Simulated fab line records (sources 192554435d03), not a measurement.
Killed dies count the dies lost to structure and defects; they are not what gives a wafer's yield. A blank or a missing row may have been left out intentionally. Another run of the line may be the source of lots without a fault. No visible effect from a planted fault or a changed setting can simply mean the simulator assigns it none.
Which tool is to blame? / flow n5 finfet / 28 wafers from 10 lots sampled at 5 of the route's 1938 steps

## WHAT THE GAUGES READ, wafer by wafer
N5_BEOL_M4_RC_MEAS_101. Usual: DIBL_N 37.5 mV/V, standard deviation 2.5; DIBL_P 38 mV/V, standard deviation 3.1; IOFF_N 0.19 nA/um, standard deviation 0.059; IOFF_P 0.24 nA/um, standard deviation 0.061; IOFF_P_85C 4.1 nA/um, standard deviation 0.83; IOFF_P_LIN 0.110 nA/um, standard deviation 0.02; IOFF_P_LONG 0.000105 nA/um, standard deviation 8.3e-06; ION_N 679 uA/um, standard deviation 16; ION_P 465 uA/um, standard deviation 9.8; SS_N 72.0 mV/dec, standard deviation 0.8; SS_P 73.7 mV/dec, standard deviation 0.86; VT_N 248 mV, standard deviation 4.5; VT_N_LVT 97 mV, standard deviation 4.4; VT_P -249 mV, standard deviation 3.5; VT_P_LONG -275.4 mV, standard deviation 2.8.
lot=L297; measured=day 7 19:21; on=prober-02; DIBL_N (mV/V)=34.1 37.8 39.7; DIBL_P (mV/V)=36 37 40; IOFF_N (nA/um)=0.12 0.18 0.23; IOFF_P (nA/um)=0.20 0.22 0.27; IOFF_P_85C (nA/um)=3.4 3.7 4.5; IOFF_P_LIN (nA/um)=0.095 0.102 0.119; IOFF_P_LONG (nA/um)=0.000108 0.000106 0.00011; ION_N (uA/um)=659 678 679; ION_P (uA/um)=459 466 459; SS_N (mV/dec)=70.6 72.3 72.7; SS_P (mV/dec)=72.8 73.5 74.2; VT_N (mV)=254 251 248; VT_N_LVT (mV)=104 99 95; VT_P (mV)=-249 -250 -245; VT_P_LONG (mV)=-274.1 -274.5 -275.3; flag=
lot=L300; measured=day 8 20:26; on=prober-01; DIBL_N (mV/V)=35.7 33.3 37.1; DIBL_P (mV/V)=36 34 38; IOFF_N (nA/um)=0.15 0.11 0.18; IOFF_P (nA/um)=0.19 0.17 0.24; IOFF_P_85C (nA/um)=3.5 3.1 4.1; IOFF_P_LIN (nA/um)=0.095 0.085 0.111; IOFF_P_LONG (nA/um)=0.000105 0.000111 0.000103; ION_N (uA/um)=673 651 669; ION_P (uA/um)=458 455 461; SS_N (mV/dec)=71.9 70.6 71.6; SS_P (mV/dec)=72.4 71.8 73.8; VT_N (mV)=253 255 248; VT_N_LVT (mV)=99 103 95; VT_P (mV)=-250 -253 -249; VT_P_LONG (mV)=-277.3 -273.5 -277.3; flag=
lot=L302; measured=day 8 23:56; on=prober-02; DIBL_N (mV/V)=31.0 33.5 33.7; DIBL_P (mV/V)=28 33 35; IOFF_N (nA/um)=0.08 0.12 0.13; IOFF_P (nA/um)=0.12 0.18 0.19; IOFF_P_85C (nA/um)=2.4 3.2 3.3; IOFF_P_LIN (nA/um)=0.068 0.089 0.092; IOFF_P_LONG (nA/um)=9.6e-05 0.000107 9.7e-05; ION_N (uA/um)=644 679 672; ION_P (uA/um)=452 467 462; SS_N (mV/dec)=70.6 69.8 70.2; SS_P (mV/dec)=70.8 72.5 73.0; VT_N (mV)=259 253 250; VT_N_LVT (mV)=107 100 97; VT_P (mV)=-255 -251 -250; VT_P_LONG (mV)=-275.5 -276.9 -276.0; flag=
lot=L303; measured=day 9 23:54; on=prober-01; DIBL_N (mV/V)=37.1 41.1; DIBL_P (mV/V)=39 44; IOFF_N (nA/um)=0.18 0.31; IOFF_P (nA/um)=0.76 0.34; IOFF_P_85C (nA/um)=11.0 5.6; IOFF_P_LIN (nA/um)=0.346 0.137; IOFF_P_LONG (nA/um)=0.000272 0.000109; ION_N (uA/um)=677 705; ION_P (uA/um)=515 477; SS_N (mV/dec)=71.8 73.1; SS_P (mV/dec)=73.8 75.8; VT_N (mV)=249 244; VT_N_LVT (mV)=130 89; VT_P (mV)=-212 -245; VT_P_LONG (mV)=-243.4 -272.3; flag=OFF
lot=L305; measured=day 10 21:11; on=prober-01; DIBL_N (mV/V)=34.4 37.1; DIBL_P (mV/V)=35 37; IOFF_N (nA/um)=0.10 0.14; IOFF_P (nA/um)=0.16 0.68; IOFF_P_85C (nA/um)=3.0 9.6; IOFF_P_LIN (nA/um)=0.083 0.321; IOFF_P_LONG (nA/um)=9.4e-05 0.000278; ION_N (uA/um)=657 651; ION_P (uA/um)=453 503; SS_N (mV/dec)=70.8 71.5; SS_P (mV/dec)=73.2 73.1; VT_N (mV)=260 252; VT_N_LVT (mV)=106 136; VT_P (mV)=-253 -217; VT_P_LONG (mV)=-276.0 -241.9; flag=OFF
lot=L307; measured=day 11 11:34; on=prober-01; DIBL_N (mV/V)=39.7 33.7 36.6; DIBL_P (mV/V)=42 34 38; IOFF_N (nA/um)=0.30 0.13 0.21; IOFF_P (nA/um)=0.37 0.19 0.29; IOFF_P_85C (nA/um)=5.7 3.3 4.7; IOFF_P_LIN (nA/um)=0.156 0.097 0.131; IOFF_P_LONG (nA/um)=0.000116 0.000127 0.000128; ION_N (uA/um)=716 670 701; ION_P (uA/um)=484 461 486; SS_N (mV/dec)=72.8 72.0 71.9; SS_P (mV/dec)=74.3 72.9 74.4; VT_N (mV)=239 252 241; VT_N_LVT (mV)=89 100 94; VT_P (mV)=-239 -251 -244; VT_P_LONG (mV)=-270.5 -268.1 -269.3; flag=
lot=L312; measured=day 11 18:13; on=prober-01; DIBL_N (mV/V)=39.9 39.4 39.4; DIBL_P (mV/V)=42 43 43; IOFF_N (nA/um)=0.28 0.25 0.26; IOFF_P (nA/um)=0.31 0.32 0.32; IOFF_P_85C (nA/um)=4.9 5.1 5.1; IOFF_P_LIN (nA/um)=0.129 0.131 0.132; IOFF_P_LONG (nA/um)=0.000107 0.000109 0.000103; ION_N (uA/um)=702 690 686; ION_P (uA/um)=470 468 470; SS_N (mV/dec)=72.3 71.7 72.6; SS_P (mV/dec)=74.8 75.0 74.6; VT_N (mV)=242 246 243; VT_N_LVT (mV)=91 92 92; VT_P (mV)=-245 -244 -246; VT_P_LONG (mV)=-277.1 -274.8 -272.9; flag=
lot=L314; measured=day 12 19:31; on=prober-01; DIBL_N (mV/V)=40.7 38.4 34.4; DIBL_P (mV/V)=41 37 34; IOFF_N (nA/um)=0.24 0.19 0.12; IOFF_P (nA/um)=0.26 0.20 0.16; IOFF_P_85C (nA/um)=4.4 3.5 2.9; IOFF_P_LIN (nA/um)=0.113 0.093 0.081; IOFF_P_LONG (nA/um)=9.8e-05 9.6e-05 9.6e-05; ION_N (uA/um)=697 664 658; ION_P (uA/um)=471 453 449; SS_N (mV/dec)=72.1 72.4 71.9; SS_P (mV/dec)=74.2 73.8 72.4; VT_N (mV)=243 251 255; VT_N_LVT (mV)=93 96 102; VT_P (mV)=-248 -255 -254; VT_P_LONG (mV)=-277.7 -277.2 -279.9; flag=
lot=L315; measured=day 12 20:11; on=prober-02; DIBL_N (mV/V)=34.5 36.0 39.9; DIBL_P (mV/V)=35 35 40; IOFF_N (nA/um)=0.14 0.14 0.24; IOFF_P (nA/um)=0.21 0.20 0.28; IOFF_P_85C (nA/um)=3.7 3.6 4.7; IOFF_P_LIN (nA/um)=0.103 0.099 0.124; IOFF_P_LONG (nA/um)=9.9e-05 0.000113 0.000109; ION_N (uA/um)=668 668 696; ION_P (uA/um)=462 459 475; SS_N (mV/dec)=70.9 71.2 71.8; SS_P (mV/dec)=73.5 73.8 74.1; VT_N (mV)=249 251 244; VT_N_LVT (mV)=97 100 91; VT_P (mV)=-249 -250 -246; VT_P_LONG (mV)=-275.5 -274.6 -275.1; flag=
lot=L317; measured=day 13 22:40; on=prober-02; DIBL_N (mV/V)=40.5 38.6 39.9; DIBL_P (mV/V)=38 36 38; IOFF_N (nA/um)=0.23 0.17 0.21; IOFF_P (nA/um)=0.26 0.22 0.25; IOFF_P_85C (nA/um)=4.4 3.8 4.2; IOFF_P_LIN (nA/um)=0.114 0.102 0.110; IOFF_P_LONG (nA/um)=9.6e-05 9.7e-05 9.7e-05; ION_N (uA/um)=684 662 687; ION_P (uA/um)=465 460 466; SS_N (mV/dec)=72.7 73.0 71.8; SS_P (mV/dec)=73.8 73.4 74.0; VT_N (mV)=246 250 250; VT_N_LVT (mV)=94 101 96; VT_P (mV)=-249 -249 -248; VT_P_LONG (mV)=-273.3 -276.0 -273.7; flag=

## EACH LOT AND THE TOOL THAT RAN IT (in order: tool; ch and the chambers of the sampled wafers; start)
lot=L297; N5_HKMG_FIN_ALD_74=ald hk-03 ch 0,1,2, day 3 22:56; N5_BEOL_M4_ANNEAL_87=pvd sputter-03, day 7 16:32; N5_BEOL_M4_ANNEAL_95=pvd sputter-03, day 7 17:25; N5_BEOL_M4_SPUTTER_96=pvd sputter-03, day 7 17:34
lot=L300; N5_HKMG_FIN_ALD_74=ald hk-03 ch 1,2,3, day 4 15:49; N5_BEOL_M4_ANNEAL_87=pvd sputter-02, day 8 18:19; N5_BEOL_M4_ANNEAL_95=pvd sputter-02, day 8 19:11; N5_BEOL_M4_SPUTTER_96=pvd sputter-02, day 8 19:20
lot=L302; N5_HKMG_FIN_ALD_74=ald hk-03 ch 1,2,3, day 5 08:59; N5_BEOL_M4_ANNEAL_87=pvd sputter-02, day 8 21:40; N5_BEOL_M4_ANNEAL_95=pvd sputter-02, day 8 22:33; N5_BEOL_M4_SPUTTER_96=pvd sputter-02, day 8 22:41
lot=L303; N5_HKMG_FIN_ALD_74=ald hk-03 ch 0,3, day 5 11:18; N5_BEOL_M4_ANNEAL_87=pvd sputter-03, day 9 21:11; N5_BEOL_M4_ANNEAL_95=pvd sputter-03, day 9 22:04; N5_BEOL_M4_SPUTTER_96=pvd sputter-03, day 9 22:10
lot=L305; N5_HKMG_FIN_ALD_74=ald hk-03 ch 2,3, day 6 00:32; N5_BEOL_M4_ANNEAL_87=pvd sputter-02, day 10 18:47; N5_BEOL_M4_ANNEAL_95=pvd sputter-02, day 10 19:40; N5_BEOL_M4_SPUTTER_96=pvd sputter-02, day 10 19:48
lot=L307; N5_HKMG_FIN_ALD_74=ald hk-01 ch 0,2, day 6 16:48; N5_BEOL_M4_ANNEAL_87=pvd sputter-01, day 11 09:16; N5_BEOL_M4_ANNEAL_95=pvd sputter-01, day 11 10:09; N5_BEOL_M4_SPUTTER_96=pvd sputter-01, day 11 10:17
lot=L312; N5_HKMG_FIN_ALD_74=ald hk-02 ch 0,1,2, day 7 17:07; N5_BEOL_M4_ANNEAL_87=pvd sputter-03, day 11 15:57; N5_BEOL_M4_ANNEAL_95=pvd sputter-03, day 11 16:50; N5_BEOL_M4_SPUTTER_96=pvd sputter-03, day 11 16:58
lot=L314; N5_HKMG_FIN_ALD_74=ald hk-01 ch 0,2,3, day 8 05:46; N5_BEOL_M4_ANNEAL_87=pvd sputter-03, day 12 17:15; N5_BEOL_M4_ANNEAL_95=pvd sputter-03, day 12 18:08; N5_BEOL_M4_SPUTTER_96=pvd sputter-03, day 12 18:16
lot=L315; N5_HKMG_FIN_ALD_74=ald hk-03 ch 0,1,3, day 8 11:27; N5_BEOL_M4_ANNEAL_87=pvd sputter-01, day 12 18:04; N5_BEOL_M4_ANNEAL_95=pvd sputter-01, day 12 18:56; N5_BEOL_M4_SPUTTER_96=pvd sputter-01, day 12 19:05
lot=L317; N5_HKMG_FIN_ALD_74=ald hk-03 ch 0,1, day 9 02:47; N5_BEOL_M4_ANNEAL_87=pvd sputter-01, day 13 20:11; N5_BEOL_M4_ANNEAL_95=pvd sputter-01, day 13 21:04; N5_BEOL_M4_SPUTTER_96=pvd sputter-01, day 13 21:12
- N5_HKMG_FIN_ALD_74: deposits La2O3, target thk 0.5 nm, pulse time 6 s, co reactant pulse time 1 s.
- N5_BEOL_M4_ANNEAL_87: time 240 s.
- N5_BEOL_M4_ANNEAL_95: time 240 s.
- N5_BEOL_M4_SPUTTER_96: material Cu, target thk 4.5 nm, time 8.29 s.

## WHAT THE TOOLS THEMSELVES READ (means of the sampled wafers that have a number; where no wafer has one, the mark that the record gives instead)
N5_HKMG_FIN_ALD_74. Usual: heater power w 349 W, standard deviation 42; precursor pulse height rel 1.000, standard deviation 0.018.
lot=L297; tool=ald hk-03; heater power w (W)=356; precursor pulse height rel=1.004; flag=
lot=L300; tool=ald hk-03; heater power w (W)=339; precursor pulse height rel=1.014; flag=
lot=L302; tool=ald hk-03; heater power w (W)=341; precursor pulse height rel=1.017; flag=
lot=L303; tool=ald hk-03; heater power w (W)=320; precursor pulse height rel=0.988; flag=
lot=L305; tool=ald hk-03; heater power w (W)=320; precursor pulse height rel=0.976; flag=
lot=L307; tool=ald hk-01; heater power w (W)=372; precursor pulse height rel=0.979; flag=
lot=L312; tool=ald hk-02; heater power w (W)=336; precursor pulse height rel=0.995; flag=
lot=L314; tool=ald hk-01; heater power w (W)=356; precursor pulse height rel=0.988; flag=
lot=L315; tool=ald hk-03; heater power w (W)=341; precursor pulse height rel=0.985; flag=
lot=L317; tool=ald hk-03; heater power w (W)=347; precursor pulse height rel=1.011; flag=

N5_BEOL_M4_ANNEAL_87. Usual: heater power w at 805 W, with a standard deviation of 84.
lot=L297; tool=pvd sputter-03; heater power w (W)=701; flag=
lot=L300; tool=pvd sputter-02; heater power w (W)=787; flag=
lot=L302; tool=pvd sputter-02; heater power w (W)=801; flag=
lot=L303; tool=pvd sputter-03; heater power w (W)=750; flag=
lot=L305; tool=pvd sputter-02; heater power w (W)=842; flag=
lot=L307; tool=pvd sputter-01; heater power w (W)=827; flag=
lot=L312; tool=pvd sputter-03; heater power w (W)=742; flag=
lot=L314; tool=pvd sputter-03; heater power w (W)=791; flag=
lot=L315; tool=pvd sputter-01; heater power w (W)=904; flag=
lot=L317; tool=pvd sputter-01; heater power w (W)=810; flag=

N5_BEOL_M4_ANNEAL_95. Usual: heater power w at 806 W, with a standard deviation of 87.
lot=L297; tool=pvd sputter-03; heater power w (W)=725; flag=
lot=L300; tool=pvd sputter-02; heater power w (W)=794; flag=
lot=L302; tool=pvd sputter-02; heater power w (W)=797; flag=
lot=L303; tool=pvd sputter-03; heater power w (W)=754; flag=
lot=L305; tool=pvd sputter-02; heater power w (W)=867; flag=
lot=L307; tool=pvd sputter-01; heater power w (W)=821; flag=
lot=L312; tool=pvd sputter-03; heater power w (W)=740; flag=
lot=L314; tool=pvd sputter-03; heater power w (W)=784; flag=
lot=L315; tool=pvd sputter-01; heater power w (W)=892; flag=
lot=L317; tool=pvd sputter-01; heater power w (W)=811; flag=

N5_BEOL_M4_SPUTTER_96. Usual: throttle valve pct at 29.9 %, with a standard deviation of 1.1.
lot=L297; tool=pvd sputter-03; throttle valve pct (%)=30.8; flag=
lot=L300; tool=pvd sputter-02; throttle valve pct (%)=29.9; flag=
lot=L302; tool=pvd sputter-02; throttle valve pct (%)=29.9; flag=
lot=L303; tool=pvd sputter-03; throttle valve pct (%)=30.9; flag=
lot=L305; tool=pvd sputter-02; throttle valve pct (%)=29.0; flag=
lot=L307; tool=pvd sputter-01; throttle valve pct (%)=30.3; flag=
lot=L312; tool=pvd sputter-03; throttle valve pct (%)=30.0; flag=
lot=L314; tool=pvd sputter-03; throttle valve pct (%)=29.6; flag=
lot=L315; tool=pvd sputter-01; throttle valve pct (%)=30.5; flag=
lot=L317; tool=pvd sputter-01; throttle valve pct (%)=29.8; flag=

## THE ANSWER, worked out from the rows above alone
Rule: take the mean of a lot's wafers that have a number; if it is more than 3 standard deviations from the usual mean, the lot is off. A lot without any number at a reading at which 4 lots or more have one is off too. Any other lot the step has rows for is counted as sound. The gauges are gone through in route order, then the tools' own readings, and for those a lot's mean is taken as printed above. At the first step where some lot is off, the reading lying furthest off is the one used; lots without a number count as furthest.
Off: L303, L305, seen at N5_BEOL_M4_RC_MEAS_101 (IOFF_P_LONG).
A tool fits if, at a process step before that reading, it ran every lot that is off, and no sound lot after the first of them. Those tools and the gauges at N5_BEOL_M4_RC_MEAS_101 are tried in the same way. No candidate that was tried fits.

## WHAT WAS PUT IN BY THE SIMULATOR
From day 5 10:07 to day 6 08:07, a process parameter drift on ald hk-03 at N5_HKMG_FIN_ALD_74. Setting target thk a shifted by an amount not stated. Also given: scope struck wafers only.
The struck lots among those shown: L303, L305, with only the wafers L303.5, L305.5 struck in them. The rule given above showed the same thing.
